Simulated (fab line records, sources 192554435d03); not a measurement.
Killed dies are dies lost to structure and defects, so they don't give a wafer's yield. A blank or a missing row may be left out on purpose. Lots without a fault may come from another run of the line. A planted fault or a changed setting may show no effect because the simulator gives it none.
Tool commonality check | flow n5_finfet | 9 lots, 27 wafers sampled

WHY IT WAS OPENED
At N5_HKMG_FIN_CD_MEAS_12 the reading cd_nm is flagged on 2 of 9 lots. Wafers without a fault read 93.0 nm, standard deviation 0.62.
Rule: a lot is flagged when every wafer of it that has a number lies more than 4 standard deviations from that mean, or none has a number. The other lots count as sound.

lot  | measured    | on        | cd_nm (nm), wafer by wafer | flag
L448 | day 4 04:44 | cd_sem-03 | 92.9 92.1 93.9             |
L449 | day 4 11:32 | cd_sem-03 | 92.9 93.0 93.4             |
L459 | day 6 22:40 | cd_sem-02 | 92.3 92.7 92.0             |
L461 | day 7 10:12 | cd_sem-01 | 93.4 94.1 93.1             |
L467 | day 8 20:55 | cd_sem-03 | 78.7 77.8 78.1             | FLAGGED
L468 | day 9 03:57 | cd_sem-01 | 93.1 92.4 93.1             |
L469 | day 9 08:43 | cd_sem-02 | 81.3 81.5 80.7             | FLAGGED
L470 | day 9 18:32 | cd_sem-03 | 92.6 92.5 92.2             |
L471 | day 9 20:10 | cd_sem-02 | 92.8 92.6 92.6             |
The numbers of the flagged lots are 79.7 nm on average: -13.3 nm against the usual, or -21 standard deviations.

WHICH TOOL RAN EACH LOT
The record holds 4 process steps before the reading, out of a route of 1938 steps. In each cell: the tool, then ch and the chambers that the sampled wafers went through, then the start.
lot  | flag    | N5_HKMG_FIN_ETCH_55               | N5_HKMG_FIN_STRIP_57              | N5_HKMG_FIN_ALD_79                 | N5_HKMG_FIN_EXPOSE_09
L448 |         | rie_diel-04 ch 0,2,3, day 4 01:33 | rie_diel-04 ch 0,2,3, day 4 01:44 | ald_metal-02 ch 0,1,3, day 4 02:49 | arfi_scanner-01 ch 0, day 4 04:37
L449 |         | rie_diel-05 ch 0,1,3, day 4 08:17 | rie_diel-05 ch 0,1,3, day 4 08:29 | ald_metal-02 ch 0,1,2, day 4 09:34 | arfi_scanner-03 ch 0, day 4 11:24
L459 |         | rie_diel-04 ch 0,1,3, day 6 19:23 | rie_diel-04 ch 0,1,3, day 6 19:34 | ald_metal-02 ch 0,1,3, day 6 20:39 | arfi_scanner-02 ch 0, day 6 22:32
L461 |         | rie_diel-04 ch 1,2, day 7 07:05   | rie_diel-04 ch 1,2, day 7 07:17   | ald_metal-01 ch 0,1,2, day 7 08:22 | arfi_scanner-02 ch 0, day 7 10:05
L467 | FLAGGED | rie_diel-05 ch 0,2, day 8 17:44   | rie_diel-05 ch 0,2, day 8 17:55   | ald_metal-04 ch 0,1,3, day 8 19:01 | arfi_scanner-02 ch 0, day 8 20:49
L468 |         | rie_diel-04 ch 1,2, day 9 00:20   | rie_diel-04 ch 1,2, day 9 00:37   | ald_metal-02 ch 2,3, day 9 02:02   | arfi_scanner-01 ch 0, day 9 03:50
L469 | FLAGGED | rie_diel-04 ch 1,2,3, day 9 05:26 | rie_diel-04 ch 1,2,3, day 9 05:37 | ald_metal-04 ch 0,3, day 9 06:42   | arfi_scanner-02 ch 0, day 9 08:36
L470 |         | rie_diel-04 ch 0,2, day 9 15:20   | rie_diel-04 ch 0,2, day 9 15:32   | ald_metal-01 ch 0,1,3, day 9 16:37 | arfi_scanner-03 ch 0, day 9 18:25
L471 |         | rie_diel-05 ch 1,2, day 9 16:58   | rie_diel-05 ch 1,2, day 9 17:10   | ald_metal-01 ch 0,1,3, day 9 18:14 | arfi_scanner-01 ch 0, day 9 20:02
What these steps do:
- N5_HKMG_FIN_ETCH_55: etches SOC in N2/H2, target depth 240 nm, time 300 s.
- N5_HKMG_FIN_STRIP_57: strips in CF4.
- N5_HKMG_FIN_ALD_79: deposits TiN, target thk 1.5 nm, pulse time 1 s, purge time 3 s.
- N5_HKMG_FIN_EXPOSE_09: exposes mask NWFM.
- N5_HKMG_FIN_CD_MEAS_12: target cd 92.8 nm.

FLAGGED OVER TOTAL, TOOL BY TOOL (the gauges that took the reading come last)
step                   | tool            | lots run | flagged | share of the flagged lots | sound lots run after its first flagged lot
N5_HKMG_FIN_ETCH_55    | rie_diel-04     | 6        | 1       | some                      | 1 (L470)
N5_HKMG_FIN_ETCH_55    | rie_diel-05     | 3        | 1       | some                      | 1 (L471)
N5_HKMG_FIN_STRIP_57   | rie_diel-04     | 6        | 1       | some                      | 1 (L470)
N5_HKMG_FIN_STRIP_57   | rie_diel-05     | 3        | 1       | some                      | 1 (L471)
N5_HKMG_FIN_ALD_79     | ald_metal-01    | 3        | 0       | none                      | -
N5_HKMG_FIN_ALD_79     | ald_metal-02    | 4        | 0       | none                      | -
N5_HKMG_FIN_ALD_79     | ald_metal-04    | 2        | 2       | all                       | 0
N5_HKMG_FIN_EXPOSE_09  | arfi_scanner-01 | 3        | 0       | none                      | -
N5_HKMG_FIN_EXPOSE_09  | arfi_scanner-02 | 4        | 2       | all                       | 0
N5_HKMG_FIN_EXPOSE_09  | arfi_scanner-03 | 2        | 0       | none                      | -
N5_HKMG_FIN_CD_MEAS_12 | cd_sem-01       | 2        | 0       | none                      | -
N5_HKMG_FIN_CD_MEAS_12 | cd_sem-02       | 3        | 1       | some                      | 1 (L471)
N5_HKMG_FIN_CD_MEAS_12 | cd_sem-03       | 4        | 1       | some                      | 1 (L470)

WHAT THE TABLE ALLOWS
2 rows of the table ran every flagged lot: ald_metal-04 at N5_HKMG_FIN_ALD_79, arfi_scanner-02 at N5_HKMG_FIN_EXPOSE_09.
- ald_metal-04 at N5_HKMG_FIN_ALD_79: 2 of its 2 lots flagged. It ran no sound lot before its first flagged lot in this sample, so the start can't be narrowed down.
- arfi_scanner-02 at N5_HKMG_FIN_EXPOSE_09: 2 of its 4 lots flagged. Its last sound lot is L461 (day 7 10:05), its first flagged lot L467 (day 8 20:49): a fault that began between those two fits. Its own readings lie more than 4 standard deviations out on every wafer of the flagged lots: exposure_dose_mJ_cm2.
Counting lots can't tell these 2 tools apart, because each fits a fault that began at some hour. More lots, or a look at what each step does to the wafer, might.

WHAT THE SIMULATOR HAD PUT IN
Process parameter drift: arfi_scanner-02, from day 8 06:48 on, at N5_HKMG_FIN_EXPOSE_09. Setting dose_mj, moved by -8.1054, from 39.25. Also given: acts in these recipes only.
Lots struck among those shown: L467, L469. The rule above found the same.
